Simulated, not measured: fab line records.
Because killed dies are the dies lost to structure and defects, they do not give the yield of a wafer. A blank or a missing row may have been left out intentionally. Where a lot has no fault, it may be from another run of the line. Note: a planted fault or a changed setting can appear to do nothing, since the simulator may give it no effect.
Which of the tools did it?    flow nandHarc    72 wafers from 24 lots sampled at 6 of the route's 1159 steps

== WHAT THE GAUGES READ, wafer by wafer ==
The record lacks any reading of a measuring or inspecting step that a usual standard deviation could be used to judge.

== TOOL THAT RAN EACH LOT (tool first, then ch and the chambers of the sampled wafers, then the start) ==
lot   NHARC_A_WL_FILL_ETCHBACK_05       NHARC_A_WL_FILL_CMP_12         NHARC_A_CONTACT_ETCH_111            NHARC_A_CONTACT_ETCH_121            NHARC_A_CONTACT_ETCH_96          NHARC_A_CONTACT_STRIP_55
L078  rieMetal-03 ch 0,1, day 15 10:06  cmp-04 ch 0,2,3, day 16 04:55  harCapEtch-01 ch 0,1, day 16 16:45  harCapEtch-01 ch 0,1, day 16 17:46  rieDiel-01 ch 0,2,3, no start    rieDiel-01 ch 0,1,2, no start
L076  rieMetal-02 ch 0,1, day 15 10:59  cmp-04 ch 0,3, day 16 11:01    harCapEtch-03 ch 0,1, day 16 21:39  harCapEtch-03 ch 0,1, day 16 22:40  rieDiel-07 ch 0,1,3, no start    rieDiel-07 ch 0,1, no start
L075  rieMetal-01 ch 0,1, day 15 12:55  cmp-03 ch 1,2,3, day 16 15:13  harCapEtch-01 ch 0,1, day 16 23:37  harCapEtch-01 ch 0,1, day 17 00:36  rieDiel-01 ch 1,2,3, no start    rieDiel-03 ch 0,2,3, no start
L079  rieMetal-03 ch 0,1, day 15 15:47  cmp-02 ch 0,2,3, day 16 10:56  harCapEtch-01 ch 0,1, day 16 20:52  harCapEtch-01 ch 0,1, day 16 21:52  rieDiel-07 ch 1,2,3, no start    rieDiel-07 ch 0,1,3, no start
L074  rieMetal-02 ch 0,1, day 15 16:02  cmp-03 ch 1,2,3, day 16 19:29  harCapEtch-03 ch 0,1, day 17 03:29  harCapEtch-03 ch 0,1, day 17 04:31  rieDiel-03 ch 0,3, day 17 05:40  rieDiel-01 ch 0,2,3, no start
L077  rieMetal-03 ch 0,1, day 15 18:32  cmp-03 ch 0,1,2, day 16 18:56  harCapEtch-01 ch 0,1, day 17 04:00  harCapEtch-01 ch 0,1, day 17 05:00  rieDiel-03 ch 0,3, day 17 06:02  rieDiel-03 ch 0,2,3, no start
L080  rieMetal-01 ch 0,1, day 16 13:49  cmp-02 ch 0,1,3, day 17 11:05  harCapEtch-01 ch 0,1, day 17 18:43  harCapEtch-01 ch 0,1, day 17 19:41  rieDiel-01 ch 0,2,3, no start    rieDiel-01 ch 0,1,2, no start
L083  rieMetal-02 ch 0,1, day 17 01:19  cmp-03 ch 2,3, day 17 23:05    harCapEtch-03 ch 0,1, day 18 04:42  harCapEtch-03 ch 0,1, day 18 05:43  rieDiel-03 ch 1,2, no start      rieDiel-07 ch 0,1,2, no start
L082  rieMetal-01 ch 0,1, day 17 04:10  cmp-04 ch 2,3, day 18 04:29    harCapEtch-01 ch 0,1, day 18 12:06  harCapEtch-01 ch 0,1, day 18 13:07  rieDiel-07 ch 0,3, no start      rieDiel-01 ch 0,2,3, no start
L084  rieMetal-01 ch 0, day 17 13:52    cmp-04 ch 0,1,3, day 18 10:51  harCapEtch-02 ch 0,1, day 18 17:37  harCapEtch-02 ch 0,1, day 18 18:37  rieDiel-03 ch 0,1,3, no start    rieDiel-07 ch 0,2,3, no start
L081  rieMetal-02 ch 0,1, day 17 13:56  cmp-03 ch 1,2,3, day 18 10:56  harCapEtch-01 ch 0,1, day 18 19:00  harCapEtch-01 ch 0,1, day 18 20:01  rieDiel-07 ch 2,3, no start      rieDiel-07 ch 1,2, no start
L085  rieMetal-01 ch 0, day 18 00:21    cmp-03 ch 0,1,2, day 18 21:34  harCapEtch-01 ch 0,1, day 19 03:09  harCapEtch-01 ch 0,1, day 19 04:10  rieDiel-07 ch 1,2,3, no start    rieDiel-07 ch 0,1,3, no start
L089  rieMetal-02 ch 1, day 18 01:55    cmp-03 ch 0,1,3, day 18 21:44  harCapEtch-02 ch 0,1, day 19 04:02  harCapEtch-02 ch 0,1, day 19 05:02  rieDiel-01 ch 0,1,3, no start    rieDiel-01 ch 2,3, no start
L087  rieMetal-02 ch 0,1, day 18 13:41  cmp-03 ch 1,2, day 19 12:59    harCapEtch-03 ch 0,1, day 19 19:58  harCapEtch-03 ch 0,1, day 19 20:59  rieDiel-07 ch 0,3, day 19 21:56  rieDiel-07 ch 0,2,3, no start
L086  rieMetal-03 ch 0,1, day 18 13:44  cmp-04 ch 1,2,3, day 19 13:01  harCapEtch-01 ch 0,1, day 19 20:25  harCapEtch-01 ch 0,1, day 19 21:27  rieDiel-03 ch 1,2,3, no start    rieDiel-03 ch 1,3, no start
L090  rieMetal-03 ch 0,1, day 19 00:52  cmp-04 ch 0,3, day 20 01:06    harCapEtch-02 ch 0,1, day 20 07:30  harCapEtch-02 ch 0,1, day 20 08:35  rieDiel-03 ch 0,1,3, no start    rieDiel-07 ch 0,2,3, no start
L088  rieMetal-01 ch 0, day 19 01:07    cmp-02 ch 1,2,3, day 20 00:43  harCapEtch-01 ch 0,1, day 20 06:19  harCapEtch-01 ch 0,1, day 20 07:20  rieDiel-01 ch 0,2, no start      rieDiel-01 ch 0,2,3, no start
L092  rieMetal-02 ch 0,1, day 19 06:52  cmp-02 ch 0,1,3, day 20 06:45  harCapEtch-02 ch 0,1, day 20 14:09  harCapEtch-02 ch 0,1, day 20 15:08  rieDiel-01 ch 0,2,3, no start    rieDiel-01 ch 2,3, no start
L091  rieMetal-03 ch 0,1, day 19 07:03  cmp-04 ch 0,2,3, day 20 06:17  harCapEtch-01 ch 0,1, day 20 13:17  harCapEtch-01 ch 0,1, day 20 14:17  rieDiel-03 ch 0,2,3, no start    rieDiel-07 ch 0,1,2, no start
L094  rieMetal-03 ch 0,1, day 19 20:23  cmp-04 ch 0,1,2, day 20 17:52  harCapEtch-02 ch 0,1, day 20 23:31  harCapEtch-02 ch 0,1, day 21 00:31  rieDiel-03 ch 2,3, no start      rieDiel-07 ch 0,2,3, no start
L093  rieMetal-01 ch 0,1, day 19 20:48  cmp-04 ch 0,1,2, day 20 18:20  harCapEtch-03 ch 0,1, day 21 00:05  harCapEtch-03 ch 0,1, day 21 01:05  rieDiel-03 ch 0,2, no start      rieDiel-01 ch 1,3, no start
L095  rieMetal-02 ch 0,1, day 20 11:14  cmp-03 ch 1,2, day 21 13:35    harCapEtch-03 ch 0,1, day 21 19:37  harCapEtch-03 ch 0,1, day 21 20:37  rieDiel-07 ch 1,2, day 21 21:37  rieDiel-07 ch 2,3, no start
L097  rieMetal-03 ch 1, day 20 11:38    cmp-02 ch 0,3, day 21 12:57    harCapEtch-01 ch 0, day 21 18:38    harCapEtch-01 ch 0, day 21 19:38    rieDiel-07 ch 2, day 21 20:50    rieDiel-01 ch 1,3, no start
L096  rieMetal-01 ch 0,1, day 20 14:04  cmp-03 ch 0,2,3, day 21 17:56  harCapEtch-02 ch 0,1, day 21 23:50  harCapEtch-02 ch 0,1, day 22 00:51  rieDiel-01 ch 0,3, no start      rieDiel-03 ch 0,2, no start
- NHARC_A_WL_FILL_ETCHBACK_05: etches the open film in Cl2/BCl3, target depth 22 nm, time 60 s.
- NHARC_A_WL_FILL_CMP_12: polishes, t overpolish 30 s, target thk 75 nm.
- NHARC_A_CONTACT_ETCH_111: etches the open film in C4F8/O2/Ar, time 140 s, target depth 700 nm.
- NHARC_A_CONTACT_ETCH_121: etches the open film in C4F8/O2/Ar, time 94 s, target depth 922 nm.
- NHARC_A_CONTACT_ETCH_96: etches the open film in C4F6/O2, target depth 20 nm, time 10 s.
- NHARC_A_CONTACT_STRIP_55: strips in O2.

== WHAT THE TOOLS THEMSELVES READ (means of the sampled wafers that have a number; where no wafer has one, the mark that the record gives instead) ==
NHARC_A_WL_FILL_ETCHBACK_05. Usual: drypumpMotorCurrentA 5.6 A, standard deviation 0.45; oesProductAu 1.001 a.u., standard deviation 0.0083.
lot   tool         drypumpMotorCurrentA (A)  oesProductAu (a.u.)  flag
L078  rieMetal-03  5.8                       0.993                
L076  rieMetal-02  5.6                       1.005                
L075  rieMetal-01  5.9                       0.998                
L079  rieMetal-03  5.8                       0.995                
L074  rieMetal-02  5.8                       1.003                
L077  rieMetal-03  5.8                       0.994                
L080  rieMetal-01  5.9                       0.996                
L083  rieMetal-02  5.7                       0.995                
L082  rieMetal-01  5.9                       0.995                
L084  rieMetal-01  5.2                       0.999                
L081  rieMetal-02  5.8                       1.005                
L085  rieMetal-01  5.2                       0.997                
L089  rieMetal-02  5.9                       1.007                
L087  rieMetal-02  5.6                       1.003                
L086  rieMetal-03  5.4                       1.001                
L090  rieMetal-03  5.4                       0.991                
L088  rieMetal-01  5.3                       1.001                
L092  rieMetal-02  5.7                       1.005                
L091  rieMetal-03  5.4                       0.997                
L094  rieMetal-03  5.4                       0.999                
L093  rieMetal-01  5.6                       1.000                
L095  rieMetal-02  5.6                       1.009                
L097  rieMetal-03  6.2                       1.003                
L096  rieMetal-01  5.6                       1.004                

NHARC_A_WL_FILL_CMP_12. Usual: motorCurrentA 12.0 A, standard deviation 1.4; overpolishRunS 30.000 s, standard deviation 0.009; retainingRingPressureFrac 1.000, standard deviation 0.0049; slurryFilterDpKPa 13.49 kPa, standard deviation 0.14; timeToEndpointS 15.0 s, standard deviation 2.5.
lot   tool    motorCurrentA (A)  overpolishRunS (s)  retainingRingPressureFrac  slurryFilterDpKPa (kPa)  timeToEndpointS (s)  flag
L078  cmp-04  11.0               30.005              1.001                      13.32                    16.3                 
L076  cmp-04  11.5               29.997              1.006                      13.42                    17.3                 
L075  cmp-03  11.6               30.001              1.000                      13.56                    12.6                 
L079  cmp-02  12.8               29.996              1.007                      13.51                    16.4                 
L074  cmp-03  11.5               29.999              1.001                      13.51                    11.6                 
L077  cmp-03  11.7               30.003              1.003                      13.50                    15.1                 
L080  cmp-02  13.4               29.997              0.993                      13.67                    18.5                 
L083  cmp-03  12.2               29.997              0.998                      13.58                    15.1                 
L082  cmp-04  10.5               30.007              1.001                      13.53                    12.3                 
L084  cmp-04  12.2               30.004              0.999                      13.49                    16.7                 
L081  cmp-03  11.6               30.007              1.000                      13.39                    12.3                 
L085  cmp-03  11.8               30.006              1.000                      13.37                    14.1                 
L089  cmp-03  11.6               30.004              0.999                      13.51                    13.9                 
L087  cmp-03  11.6               29.994              1.001                      13.51                    14.9                 
L086  cmp-04  11.9               30.001              1.003                      13.55                    15.7                 
L090  cmp-04  11.7               30.003              1.003                      13.50                    18.6                 
L088  cmp-02  12.3               29.999              1.003                      13.55                    14.4                 
L092  cmp-02  13.2               29.997              1.000                      13.40                    14.1                 
L091  cmp-04  11.0               29.991              0.997                      13.58                    17.7                 
L094  cmp-04  11.0               29.992              1.002                      13.39                    14.9                 
L093  cmp-04  11.1               30.002              1.000                      13.44                    17.3                 
L095  cmp-03  11.8               30.010              0.999                      13.42                    16.1                 
L097  cmp-02  13.7               30.000              1.004                      13.59                    13.7                 
L096  cmp-03  12.2               30.000              0.999                      13.52                    16.4                 

NHARC_A_CONTACT_ETCH_96. Usual: biasW 499.8 W (standard deviation 1.5); drypumpMotorCurrentA 5.92 A (standard deviation 0.28); mfcArSccm 500.0 sccm (standard deviation 1.6); oesProductAu 0.979 a.u. (standard deviation 0.026); rfVppV 546 V (standard deviation 4); showerheadPlenumPTorr 3.91 Torr (standard deviation 0.19); throttleValvePct 26.902 % (standard deviation 0.0081).
lot   tool        biasW (W)  drypumpMotorCurrentA (A)  mfcArSccm (sccm)  oesProductAu (a.u.)  rfVppV (V)  showerheadPlenumPTorr (Torr)  throttleValvePct (%)  flag
L078  rieDiel-01  499.6      5.84                      500.4             0.995                544         3.80                          26.907                
L076  rieDiel-07  498.9      5.78                      501.2             0.993                548         3.96                          26.903                
L075  rieDiel-01  500.1      5.75                      501.2             1.004                543         3.73                          26.904                
L079  rieDiel-07  498.5      5.78                      501.0             0.947                547         3.88                          26.905                
L074  rieDiel-03  498.4      6.06                      501.6             0.969                545         3.87                          26.900                
L077  rieDiel-03  500.3      5.96                      498.6             0.966                546         3.87                          26.904                
L080  rieDiel-01  500.7      5.84                      500.1             0.988                544         3.80                          26.905                
L083  rieDiel-03  498.9      6.23                      498.3             0.965                553         4.22                          26.909                
L082  rieDiel-07  499.3      5.88                      501.3             0.932                546         3.89                          26.902                
L084  rieDiel-03  499.8      6.04                      500.4             0.985                547         3.98                          26.904                
L081  rieDiel-07  498.2      5.81                      499.9             1.000                543         3.74                          26.902                
L085  rieDiel-07  499.9      5.78                      500.8             1.013                546         3.88                          26.904                
L089  rieDiel-01  501.6      5.72                      498.9             0.946                544         3.81                          26.899                
L087  rieDiel-07  498.3      5.88                      500.4             1.002                546         3.89                          26.903                
L086  rieDiel-03  501.2      6.20                      499.2             0.999                550         4.10                          26.902                
L090  rieDiel-03  498.7      6.04                      499.9             0.963                548         3.97                          26.903                
L088  rieDiel-01  500.6      6.12                      501.2             0.938                546         3.90                          26.898                
L092  rieDiel-01  501.3      5.84                      498.3             0.961                544         3.78                          26.897                
L091  rieDiel-03  499.6      6.10                      500.7             0.958                548         3.97                          26.894                
L094  rieDiel-03  500.0      6.22                      501.9             0.934                547         3.97                          26.907                
L093  rieDiel-03  499.9      6.14                      501.0             0.998                549         4.09                          26.898                
L095  rieDiel-07  500.3      5.85                      500.2             1.016                546         3.87                          26.898                
L097  rieDiel-07  501.0      5.96                      499.6             1.013                543         3.73                          26.900                
L096  rieDiel-01  499.1      5.52                      499.4             0.981                551         4.15                          26.893                

NHARC_A_CONTACT_STRIP_55. Usual: drypumpMotorCurrentA 5.87 A, standard deviation 0.29; mfcArSccm 0.003 sccm, standard deviation 0.0057; oesProductAu 1.001 a.u., standard deviation 0.0089; rfVppV 57.6 V, standard deviation 0.91; showerheadPlenumPTorr 3.46 Torr, standard deviation 0.16; throttleValvePct 17.037 %, standard deviation 0.0091.
lot   tool        drypumpMotorCurrentA (A)  mfcArSccm (sccm)  oesProductAu (a.u.)  rfVppV (V)  showerheadPlenumPTorr (Torr)  throttleValvePct (%)  flag
L078  rieDiel-01  6.05                      0.003             0.990                58.1        3.46                          17.035                
L076  rieDiel-07  5.76                      0.000             1.000                57.8        3.70                          17.034                
L075  rieDiel-03  6.11                      0.008             1.004                56.7        3.41                          17.042                
L079  rieDiel-07  5.77                      0.001             0.996                58.5        3.57                          17.035                
L074  rieDiel-01  5.85                      0.004             0.994                57.8        3.41                          17.035                
L077  rieDiel-03  6.11                      0.008             1.006                57.3        3.41                          17.029                
L080  rieDiel-01  6.05                      0.003             0.992                57.3        3.45                          17.031                
L083  rieDiel-07  5.85                      0.000             1.007                58.6        3.56                          17.036                
L082  rieDiel-01  5.83                      0.004             0.999                57.4        3.41                          17.040                
L084  rieDiel-07  5.89                      0.001             1.001                57.4        3.43                          17.031                
L081  rieDiel-07  5.86                      0.000             1.007                58.0        3.49                          17.042                
L085  rieDiel-07  5.78                      0.001             1.005                58.7        3.56                          17.032                
L089  rieDiel-01  5.56                      0.003             0.999                57.1        3.30                          17.036                
L087  rieDiel-07  5.87                      0.001             1.005                58.3        3.42                          17.038                
L086  rieDiel-03  6.15                      0.000             1.000                58.1        3.58                          17.035                
L090  rieDiel-07  5.89                      0.001             1.000                57.3        3.42                          17.040                
L088  rieDiel-01  5.83                      0.004             1.003                57.4        3.40                          17.032                
L092  rieDiel-01  5.54                      0.003             1.002                57.0        3.30                          17.039                
L091  rieDiel-07  5.85                      0.000             1.011                57.7        3.56                          17.036                
L094  rieDiel-07  5.86                      0.001             1.005                57.5        3.42                          17.039                
L093  rieDiel-01  5.65                      0.001             1.008                58.2        3.34                          17.038                
L095  rieDiel-07  5.79                      0.001             1.005                57.5        3.35                          17.028                
L097  rieDiel-01  5.64                      0.001             0.994                58.2        3.52                          17.035                
L096  rieDiel-03  5.99                      0.008             1.012                58.3        3.57                          17.040                

== THE ANSWER, worked out from the rows above alone ==
Rule: a lot counts as off when the mean over its wafers that have a number is more than 3 standard deviations away from the usual mean. A lot without any number at a reading at which 4 lots or more have one is off too. Any other lot the step has rows for is counted as sound. Order of review: gauges by route order, followed by the tools' own readings, for which a lot's mean as printed above is used. At the first step where some lot is off, the reading lying furthest off is the one used; lots without a number count as furthest.
Nothing can be told from this: no lot is off at any reading shown.

== WHAT THE SIMULATOR HAD PUT IN ==
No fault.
